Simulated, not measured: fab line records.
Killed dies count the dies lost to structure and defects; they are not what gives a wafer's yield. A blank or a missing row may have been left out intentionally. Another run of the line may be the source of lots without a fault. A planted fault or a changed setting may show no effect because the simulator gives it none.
Chamber matching    flow n5-finfet    rie-diel-03 running N5_BEOL_M0_SAQP_ETCH_106: 4 sister chambers
The step etches SOC in N2/H2, stops on SiNx, target depth 150 nm. 4 wafers are shown with their chamber, then 8 later ones without.

## WAFERS PAIRED WITH THEIR CHAMBERS
wafer   chamber  showerhead-plenum-p-Torr (Torr)
L081.2  1        2.52
L083.4  2        2.57
L083.5  0        2.67
L086.1  3        2.48

## WAFERS MISSING THEIR CHAMBER
wafer   showerhead-plenum-p-Torr (Torr)
L086.2  2.67
L086.3  2.52
L089.2  2.57
L089.3  2.48
L089.6  2.48
L094.2  2.56
L094.3  2.66
L094.5  2.56

## WHICH CHAMBER EACH ONE RAN IN
wafer   from the rows above  in truth
L086.2  0                    0
L086.3  1                    1
L089.2  2                    2
L089.3  3                    3
L089.6  3                    3
L094.2  2                    2
L094.3  0                    0
L094.5  2                    2
Correctly placed: 8 of 8. Left unplaced by these rows: 0. Placed wrongly: 0.
How it was worked out, from the rows above alone: a wafer's distance from a chamber is the root of the sum, over the readings, of the square of ((its reading less the chamber's mean) divided by the reading's scatter). If the next closest chamber is less than 2 further off than the closest, the wafer can't be placed; otherwise it belongs to the closest. A chamber's mean is the mean of its shown wafers. The scatter (one wafer shown for each chamber): square how far every hidden wafer sits from the nearest shown wafer, average those squares and take the square root.
